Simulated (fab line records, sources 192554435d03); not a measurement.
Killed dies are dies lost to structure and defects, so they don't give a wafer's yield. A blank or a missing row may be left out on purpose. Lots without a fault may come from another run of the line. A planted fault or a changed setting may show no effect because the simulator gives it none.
Split-lot experiment | flow n5_finfet | 7 lots, 19 wafers read, on a route of 1938 steps

THE SPLIT
At N5_BEOL_M4_SPUTTER_48 (material Cu, target thk 4.5 nm, time 8.29 s), the setting time_s was moved away from the recipe's 8.29 s on 3 of the 19 wafers read, by -12.8% to +8.4%. The other wafers ran this setting at the recipe's value.

The reading is taken at the split's own step.

THE READING
Cu_of_BEOL_M4_SPUTTER_48.thk_nm (the simulator's own value, which no gauge read), in nm, at N5_BEOL_M4_SPUTTER_48 (material Cu, target thk 4.5 nm, time 8.29 s). The file gives no usual value for it. The 16 wafers here that ran the recipe average 4.5 nm, standard deviation 0.099 nm.

wafer  | tool, chamber at the split | time_s as run, s | against the recipe | Cu_of_BEOL_M4_SPUTTER_48.thk_nm, nm | against lot-mates on the recipe
L075.1 | pvd_sputter-01, -          | 8.29             | recipe             | 4.6                                 | -
L075.3 | pvd_sputter-01, -          | 8.29             | recipe             | 4.6                                 | -
L075.6 | pvd_sputter-01, -          | 8.29             | recipe             | 4.6                                 | -
L079.5 | pvd_sputter-03, -          | 8.29             | recipe             | 4.4                                 | -
L082.1 | pvd_sputter-02, -          | 8.29             | recipe             | 4.4                                 | -
L082.2 | pvd_sputter-02, -          | 8.29             | recipe             | 4.4                                 | -
L082.5 | pvd_sputter-02, -          | 8.29             | recipe             | 4.4                                 | -
L083.2 | pvd_sputter-02, -          | 8.986            | +8.4%              | 4.8                                 | +0.3
L083.3 | pvd_sputter-02, -          | 8.29             | recipe             | 4.6                                 | -
L083.4 | pvd_sputter-02, -          | 8.29             | recipe             | 4.4                                 | -
L086.2 | pvd_sputter-03, -          | 8.29             | recipe             | 4.6                                 | -
L086.6 | pvd_sputter-03, -          | 8.29             | recipe             | 4.6                                 | -
L086.5 | pvd_sputter-03, -          | 7.231            | -12.8%             | 4                                   | -0.6
L092.2 | pvd_sputter-01, -          | 8.29             | recipe             | 4.6                                 | -
L092.5 | pvd_sputter-01, -          | 8.29             | recipe             | 4.6                                 | -
L092.6 | pvd_sputter-01, -          | 7.913            | -4.5%              | 4.2                                 | -0.4
L097.2 | pvd_sputter-01, -          | 8.29             | recipe             | 4.4                                 | -
L097.5 | pvd_sputter-01, -          | 8.29             | recipe             | 4.4                                 | -
L097.4 | pvd_sputter-01, -          | 8.29             | recipe             | 4.6                                 | -

THE FIT
A straight line over all 19 wafers: Cu_of_BEOL_M4_SPUTTER_48.thk_nm changes by +0.0405 nm for each +1% of time_s; r = +0.84; the points scatter about the line by 0.1 nm.
The same after taking each lot's own level away (the mean of its wafers on the recipe; 19 wafers): +0.0467 nm for each +1%; r = +0.93; scatter 0.071 nm.
On that fit, the largest move of time_s shifts the reading by 0.6 nm.
The lots' own levels span 4.40 to 4.60 nm, that is 2.0 times the standard deviation above.
So the lot-to-lot level changes the slope: the two fits differ.
Check: with one of the wafers moved furthest among these (-12.8%) left out of the fit, the line predicts -0.632 nm for it against its lot-mates. It came out at -0.6 nm against them.

OTHER SPLITS ON THESE WAFERS
These wafers also went through other splits before the reading. Each is held against what the fit with the lots' levels taken away leaves over:
other split on the same wafers | wafers away from the commonest value | r with Cu_of_BEOL_M4_SPUTTER_48.thk_nm (lot level and that fit taken away)
N5_BEOL_M4_EXPOSE_25 dose_mj   | 6                                    | +0.16

THE FILE'S OWN FIT
Cu_of_BEOL_M4_SPUTTER_48.thk_nm changes by +0.0472 nm for each +1% of time_s, r = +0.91.
